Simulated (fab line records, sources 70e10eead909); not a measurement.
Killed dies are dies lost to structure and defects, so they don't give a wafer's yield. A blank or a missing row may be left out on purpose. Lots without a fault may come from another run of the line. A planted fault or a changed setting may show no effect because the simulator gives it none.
Which tool did it? | flow nand_harc | 12 lots, 36 wafers sampled, at 6 steps of a route of 1302

WHAT THE GAUGES READ, wafer by wafer
NHARC_P_M2_THK_MEAS_24: measures by xrf.
lot  | measured     | on            | thk_nm (nm)
L075 | day 7 00:12  | film_metro-01 | 143.0 145.0 146.7
L077 | day 7 22:10  | film_metro-02 | 145.4 144.7 140.8
L079 | day 8 12:21  | film_metro-02 | 142.8 143.6 144.9
L081 | day 9 06:53  | film_metro-02 | 143.3 143.4 144.6
L083 | day 10 06:20 | film_metro-01 | 145.2 145.0 144.3
L085 | day 11 03:05 | film_metro-01 | 144.7 144.0 143.2
L087 | day 11 23:02 | film_metro-02 | 146.5 146.6 144.1
L089 | day 12 22:37 | film_metro-01 | 142.2 142.6 143.7
L091 | day 13 14:15 | film_metro-01 | 143.9 144.0 144.3
L093 | day 14 16:31 | film_metro-02 | 146.5 143.2 145.4
L095 | day 16 02:08 | film_metro-01 | 143.7 142.9 144.6
L097 | day 16 11:56 | film_metro-01 | 144.4 146.3 144.2

WHICH TOOL RAN EACH LOT (tool, then ch and the chambers of the sampled wafers, then the start)
lot  | NHARC_P_ZERO_WELL_RTA_42         | NHARC_P_GATE_DEP_103            | NHARC_P_GATE_HM_OPEN_105                      | NHARC_P_M1_DEP_33               | NHARC_P_M2_ANNEAL_31
L075 | rtp_anneal-01 ch 0, day 2 13:37  | pecvd-04 ch 0,1, day 5 12:21    | rie_diel-02 ch 1,2,3, day 6 20:27 or earlier  | pecvd-04 ch 0,1, day 6 20:27    | rtp_anneal-02 ch 0, day 6 23:38
L077 | rtp_anneal-01 ch 0, day 3 09:07  | pecvd-02 ch 0,1,2, day 6 07:50  | rie_diel-07 ch 0,1,2, day 7 18:01 or earlier  | pecvd-01 ch 0,1, day 7 18:01    | rtp_anneal-02 ch 0, day 7 21:37
L079 | rtp_anneal-01 ch 0, day 4 05:01  | pecvd-02 ch 0,1,2, day 7 00:23  | rie_diel-07 ch 0,2, day 8 08:29 or earlier    | pecvd-04 ch 0,2, day 8 08:29    | rtp_anneal-01 ch 0, day 8 11:44
L081 | rtp_anneal-01 ch 0, day 5 01:04  | pecvd-03 ch 0,1, day 7 18:29    | rie_diel-01 ch 1,2,3, day 9 03:05 or earlier  | pecvd-04 ch 0,2, day 9 03:05    | rtp_anneal-02 ch 0, day 9 06:19
L083 | rtp_anneal-02 ch 0, day 5 21:19  | pecvd-04 ch 0,1,2, day 8 18:35  | rie_diel-01 ch 1,2,3, day 10 02:32 or earlier | pecvd-02 ch 1,2, day 10 02:32   | rtp_anneal-02 ch 0, day 10 05:43
L085 | rtp_anneal-02 ch 0, day 6 17:42  | pecvd-03 ch 0,2, day 9 15:31    | rie_diel-02 ch 0,1, day 10 23:11 or earlier   | pecvd-04 ch 0,1,2, day 10 23:11 | rtp_anneal-02 ch 0, day 11 02:25
L087 | rtp_anneal-02 ch 0, day 7 12:54  | pecvd-04 ch 1,2, day 10 11:04   | rie_diel-02 ch 0,1,3, day 11 19:07 or earlier | pecvd-04 ch 0,1, day 11 19:07   | rtp_anneal-01 ch 0, day 11 22:23
L089 | rtp_anneal-01 ch 0, day 8 09:07  | pecvd-03 ch 0,1,2, day 11 10:35 | rie_diel-01 ch 1,2,3, day 12 18:50 or earlier | pecvd-04 ch 0,1,2, day 12 18:50 | rtp_anneal-02 ch 0, day 12 22:03
L091 | rtp_anneal-01 ch 0, day 9 04:53  | pecvd-03 ch 0,2, day 12 02:25   | rie_diel-07 ch 0,2,3, day 13 10:16 or earlier | pecvd-01 ch 0,1, day 13 10:16   | rtp_anneal-02 ch 0, day 13 13:35
L093 | rtp_anneal-02 ch 0, day 10 01:04 | pecvd-04 ch 0,2, day 13 04:20   | rie_diel-02 ch 0,3, day 14 12:12 or earlier   | pecvd-04 ch 0,2, day 14 12:12   | rtp_anneal-02 ch 0, day 14 15:58
L095 | rtp_anneal-02 ch 0, day 10 21:08 | pecvd-02 ch 0,1,2, day 14 01:58 | rie_diel-02 ch 0,2,3, day 15 22:28 or earlier | pecvd-01 ch 0,1,2, day 15 22:28 | rtp_anneal-02 ch 0, day 16 01:37
L097 | rtp_anneal-02 ch 0, day 11 16:59 | pecvd-03 ch 0,1, day 14 13:42   | rie_diel-01 ch 0,3, day 16 08:11 or earlier   | pecvd-01 ch 0,2, day 16 08:11   | rtp_anneal-01 ch 0, day 16 11:23
- NHARC_P_ZERO_WELL_RTA_42: time 300 s.
- NHARC_P_GATE_DEP_103: deposits SiON, target thk 30 nm.
- NHARC_P_GATE_HM_OPEN_105: chemistry O2/COS, target depth 360 nm.
- NHARC_P_M1_DEP_33: deposits SiCN, target thk 30 nm.
- NHARC_P_M2_ANNEAL_31: time 90 s.

THE ANSWER, worked out from the rows above alone
Rule: what is usual is taken from the lots themselves. Put in order of their means at a reading, lots are off if they are a third of the lots or fewer, leave a main group of 4 or more, and stand apart from it by a gap of 3 or more times the standard deviation of the main group's means; of several such gaps the widest counts. A main group whose means are all the same, to the digits that the tables above print for the reading, isn't used. A lot without any number at a reading at which 4 lots or more have one is off too. The other lots that the step has rows for count as sound.
No lot is off at any reading shown: from this, nothing can be told.

WHAT THE SIMULATOR HAD PUT IN
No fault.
